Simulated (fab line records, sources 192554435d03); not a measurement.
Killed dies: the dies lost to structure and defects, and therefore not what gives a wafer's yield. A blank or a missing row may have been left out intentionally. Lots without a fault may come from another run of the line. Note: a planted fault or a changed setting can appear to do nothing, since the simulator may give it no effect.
Which of the tools did it? + flow n5-finfet + Sampling: 24 lots, 72 wafers, 3 of 1938 route steps

## WHAT THE GAUGES READ, wafer by wafer
N5_BEOL_M2_INSPECT_13: inspects for defects (brightfield). Usual: 384 for raw-defect-count, sd 90.
| lot  | measured     | on                | raw-defect-count | flag |
|------|--------------|-------------------|------------------|------|
| L074 | day 6 14:15  | defect-inspect-02 | 546 402 334      |      |
| L076 | day 6 23:21  | defect-inspect-02 | 418 711 531      |      |
| L075 | day 7 03:03  | defect-inspect-02 | 500 384 313      |      |
| L077 | day 7 03:13  | defect-inspect-02 | 379 459 411      |      |
| L078 | day 7 05:46  | defect-inspect-02 | 316 520 360      |      |
| L079 | day 7 15:48  | defect-inspect-01 | 424 384 419      |      |
| L080 | day 8 05:31  | defect-inspect-02 | 279 393 250      |      |
| L081 | day 8 10:51  | defect-inspect-02 | 470 493 589      |      |
| L082 | day 8 11:03  | defect-inspect-01 | 302 436 284      |      |
| L083 | day 8 17:53  | defect-inspect-01 | 311 419 419      |      |
| L084 | day 9 02:53  | defect-inspect-01 | 323 279 234      |      |
| L085 | day 9 02:59  | defect-inspect-01 | 362 339 463      |      |
| L086 | day 10 05:07 | defect-inspect-02 | 239 201 239      |      |
| L088 | day 10 05:14 | defect-inspect-01 | 562 431 445      |      |
| L087 | day 10 07:11 | defect-inspect-01 | 339 375 320      |      |
| L089 | day 10 11:59 | defect-inspect-02 | 369 403 279      |      |
| L090 | day 10 12:57 | defect-inspect-01 | 440 339 289      |      |
| L091 | day 11 01:17 | defect-inspect-01 | 263 339 400      |      |
| L093 | day 11 05:26 | defect-inspect-01 | 471 719 445      |      |
| L092 | day 11 10:26 | defect-inspect-02 | 424 422 383      |      |
| L094 | day 11 10:55 | defect-inspect-01 | 429 397 480      |      |
| L095 | day 11 22:21 | defect-inspect-01 | 372 423 378      |      |
| L096 | day 12 03:20 | defect-inspect-02 | 299 389 438      |      |
| L097 | day 12 12:45 | defect-inspect-02 | 284 431 436      |      |

N5_BEOL_M2_CD_MEAS_18: pitch 36 nm, target cd 18 nm. Usual: 18.1 nm for cd-nm, sd 0.35.
| lot  | measured     | on        | cd-nm (nm)     | flag |
|------|--------------|-----------|----------------|------|
| L074 | day 6 14:50  | cd-sem-02 | 18.3 18.0 18.6 |      |
| L076 | day 7 00:27  | cd-sem-03 | 18.3 18.3 18.1 |      |
| L075 | day 7 03:33  | cd-sem-02 | 18.0 17.9 17.9 |      |
| L077 | day 7 03:42  | cd-sem-01 | 18.4 18.1 18.1 |      |
| L078 | day 7 08:40  | cd-sem-01 | 18.4 18.1 17.9 |      |
| L079 | day 7 17:03  | cd-sem-02 | 18.1 17.9 18.7 |      |
| L080 | day 8 06:13  | cd-sem-02 | 18.4 18.3 17.6 |      |
| L081 | day 8 11:19  | cd-sem-02 | 18.0 17.5 18.0 |      |
| L082 | day 8 11:31  | cd-sem-03 | 18.1 17.9 18.8 |      |
| L083 | day 8 18:21  | cd-sem-02 | 18.1 18.5 17.9 |      |
| L084 | day 9 03:27  | cd-sem-01 | 18.6 18.5 18.3 |      |
| L085 | day 9 03:28  | cd-sem-01 | 18.1 17.9 17.7 |      |
| L086 | day 10 05:35 | cd-sem-03 | 17.9 18.5 18.3 |      |
| L088 | day 10 05:47 | cd-sem-01 | 18.6 18.2 17.9 |      |
| L087 | day 10 07:48 | cd-sem-02 | 18.3 18.1 18.3 |      |
| L089 | day 10 12:26 | cd-sem-03 | 18.2 17.8 17.7 |      |
| L090 | day 10 13:50 | cd-sem-02 | 17.8 17.5 18.7 |      |
| L091 | day 11 01:53 | cd-sem-03 | 17.9 18.0 18.0 |      |
| L093 | day 11 05:59 | cd-sem-03 | 17.9 17.2 17.2 |      |
| L092 | day 11 10:54 | cd-sem-01 | 18.0 17.7 18.4 |      |
| L094 | day 11 11:25 | cd-sem-02 | 17.9 18.5 18.0 |      |
| L095 | day 11 23:08 | cd-sem-02 | 18.3 18.8 18.6 |      |
| L096 | day 12 03:57 | cd-sem-03 | 18.0 18.4 17.8 |      |
| L097 | day 12 13:13 | cd-sem-02 | 18.0 17.9 17.4 |      |

N5_BEOL_M2_CD_MEAS_28: target cd 26.2 nm, target cd y 24.1 nm. Usual: 26.18 nm for cd-nm, sd 0.26.
| lot  | measured     | on        | cd-nm (nm)        | flag |
|------|--------------|-----------|-------------------|------|
| L074 | day 6 15:10  | cd-sem-01 | 25.91 26.38 26.39 |      |
| L076 | day 7 00:46  | cd-sem-01 | 25.96 26.22 26.09 |      |
| L075 | day 7 04:00  | cd-sem-02 | 26.24 26.16 26.40 |      |
| L077 | day 7 04:11  | cd-sem-01 | 26.27 26.27 26.28 |      |
| L078 | day 7 09:07  | cd-sem-02 | 25.93 25.76 26.15 |      |
| L079 | day 7 17:22  | cd-sem-03 | 26.12 26.07 26.67 |      |
| L080 | day 8 06:32  | cd-sem-01 | 26.21 26.35 25.82 |      |
| L081 | day 8 11:46  | cd-sem-03 | 26.40 26.06 26.29 |      |
| L082 | day 8 11:58  | cd-sem-01 | 26.44 26.14 26.00 |      |
| L083 | day 8 18:48  | cd-sem-03 | 26.01 26.28 26.21 |      |
| L084 | day 9 03:46  | cd-sem-03 | 26.09 26.17 26.04 |      |
| L085 | day 9 03:52  | cd-sem-03 | 26.08 26.60 26.19 |      |
| L086 | day 10 05:54 | cd-sem-03 | 25.91 26.01 25.87 |      |
| L088 | day 10 06:13 | cd-sem-01 | 25.86 25.99 25.95 |      |
| L087 | day 10 08:15 | cd-sem-03 | 26.52 26.52 26.15 |      |
| L089 | day 10 12:46 | cd-sem-03 | 25.95 26.18 25.98 |      |
| L090 | day 10 14:16 | cd-sem-01 | 26.35 26.66 26.18 |      |
| L091 | day 11 02:13 | cd-sem-01 | 25.95 26.28 26.02 |      |
| L093 | day 11 06:19 | cd-sem-03 | 26.03 25.76 25.85 |      |
| L092 | day 11 11:14 | cd-sem-01 | 26.09 26.08 25.72 |      |
| L094 | day 11 11:44 | cd-sem-02 | 26.23 26.20 26.10 |      |
| L095 | day 11 23:34 | cd-sem-02 | 25.81 26.10 26.32 |      |
| L096 | day 12 04:16 | cd-sem-01 | 26.53 26.53 26.37 |      |
| L097 | day 12 13:32 | cd-sem-03 | 25.92 26.61 26.03 |      |

## WHAT TOOL EACH LOT RAN ON (gives the tool, then ch and the chambers of the sampled wafers, and finally the start)
Before these readings, the record contains no process step.

## AS READ BY THE TOOLS THEMSELVES (means over the sampled wafers that have a number; for cases with no such wafer, the mark the record gives instead)
The record holds no such reading with a usual standard deviation.

## THE ANSWER, worked out from the rows above alone
Rule: take the mean of a lot's wafers that have a number; if it is more than 3 standard deviations from the usual mean, the lot is off. A lot without any number at a reading at which 4 lots or more have one is off too. Any other lot the step has rows for is counted as sound. Order of review: gauges by route order, followed by the tools' own readings, for which a lot's mean as printed above is used. The first step at which some lot is off is used, and at that step the reading that is off furthest; a lot without a number counts as furthest.
Across all readings shown, no lot is off: no conclusion can be drawn from this.

## WHAT WAS PUT IN BY THE SIMULATOR
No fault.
